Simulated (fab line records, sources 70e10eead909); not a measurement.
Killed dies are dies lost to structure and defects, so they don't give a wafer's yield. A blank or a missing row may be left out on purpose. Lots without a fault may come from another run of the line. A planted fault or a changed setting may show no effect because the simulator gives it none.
Tool commonality check | flow nand_harc | 6 lots, 18 wafers sampled

WHY IT WAS OPENED
At NHARC_END_SORT_01 the reading killed_at_array is flagged on 3 of 6 lots. Wafers without a fault read 58, standard deviation 20.
Rule: a lot is flagged when every wafer of it that has a number lies more than 4 standard deviations from that mean, or none has a number. The other lots count as sound.

lot  | measured     | on        | killed_at_array, wafer by wafer | flag
L209 | day 25 13:08 | prober-01 | 663 668 670                     | FLAGGED
L206 | day 25 15:17 | prober-02 | 671 672 672                     | FLAGGED
L212 | day 26 05:01 | prober-02 | 670 670 661                     | FLAGGED
L219 | day 29 17:09 | prober-02 | 27 20 31                        |
L223 | day 30 23:25 | prober-01 | 81 99 99                        |
L225 | day 32 00:02 | prober-01 | 89 67 77                        |
The numbers of the flagged lots are 669 on average: +611 against the usual, or +31 standard deviations.

WHICH TOOL RAN EACH LOT
The record holds 4 process steps before the reading, out of a route of 1302 steps. In each cell: the tool, then ch and the chambers that the sampled wafers went through, then the start.
lot  | flag    | NHARC_A_CONTACT_DEP_28        | NHARC_THIN_TSV_DESCUM_14           | NHARC_THIN_TSV_PVD_51                   | NHARC_THIN_TSV_STRIP_56
L209 | FLAGGED | acl_dep-01 ch 0, day 22 02:56 | no row                             | no row                                  | no row
L206 | FLAGGED | acl_dep-01 ch 0, day 22 06:29 | no row                             | no row                                  | no row
L212 | FLAGGED | acl_dep-01 ch 0, day 23 00:46 | no row                             | no row                                  | no row
L219 |         | acl_dep-01 ch 0, day 26 04:56 | rie_diel-03 ch 0,2,3, day 28 22:24 | pvd_sputter-01, day 29 04:59 or earlier | plasma_asher-02 ch 0,1, day 29 04:59
L223 |         | acl_dep-01 ch 0, day 27 17:56 | rie_diel-03 ch 0,1,2, day 30 07:22 | pvd_sputter-03, day 30 14:18 or earlier | plasma_asher-02 ch 0,1, day 30 14:18
L225 |         | acl_dep-03 ch 0, day 28 17:20 | rie_diel-03 ch 1,2, day 31 06:39   | pvd_sputter-01, day 31 13:07 or earlier | plasma_asher-01 ch 0,1, day 31 13:07
What these steps do:
- NHARC_A_CONTACT_DEP_28: deposits aC, target thk 7000 nm.
- NHARC_THIN_TSV_DESCUM_14: chemistry O2, time 3 s.
- NHARC_THIN_TSV_PVD_51: deposits Cu, target thk 100 nm.
- NHARC_THIN_TSV_STRIP_56: strips in O2.
- NHARC_END_SORT_01

FLAGGED OVER TOTAL, TOOL BY TOOL (the gauges that took the reading come last)
step                     | tool            | lots run | flagged | share of the flagged lots | sound lots run after its first flagged lot
NHARC_A_CONTACT_DEP_28   | acl_dep-01      | 5        | 3       | all                       | 2 (L219,L223)
NHARC_A_CONTACT_DEP_28   | acl_dep-03      | 1        | 0       | none                      | -
NHARC_THIN_TSV_DESCUM_14 | rie_diel-03     | 3        | 0       | none                      | -
NHARC_THIN_TSV_PVD_51    | pvd_sputter-01  | 2        | 0       | none                      | -
NHARC_THIN_TSV_PVD_51    | pvd_sputter-03  | 1        | 0       | none                      | -
NHARC_THIN_TSV_STRIP_56  | plasma_asher-01 | 1        | 0       | none                      | -
NHARC_THIN_TSV_STRIP_56  | plasma_asher-02 | 2        | 0       | none                      | -
NHARC_END_SORT_01        | prober-01       | 3        | 1       | some                      | 2 (L223,L225)
NHARC_END_SORT_01        | prober-02       | 3        | 2       | some                      | 1 (L219)
NHARC_THIN_TSV_PVD_51 gives no start for some lots, so the hours and the order of its lots are those of NHARC_THIN_TSV_STRIP_56.

WHAT THE TABLE ALLOWS
1 row of the table ran every flagged lot: acl_dep-01 at NHARC_A_CONTACT_DEP_28.
- acl_dep-01 at NHARC_A_CONTACT_DEP_28: 3 of its 5 lots flagged. Sound lots ran on it after the first flagged one (L219, L223), which a lasting fault on the whole tool wouldn't allow.
No row of the table ran every flagged lot and no sound lot after the first.

WHAT THE SIMULATOR HAD PUT IN
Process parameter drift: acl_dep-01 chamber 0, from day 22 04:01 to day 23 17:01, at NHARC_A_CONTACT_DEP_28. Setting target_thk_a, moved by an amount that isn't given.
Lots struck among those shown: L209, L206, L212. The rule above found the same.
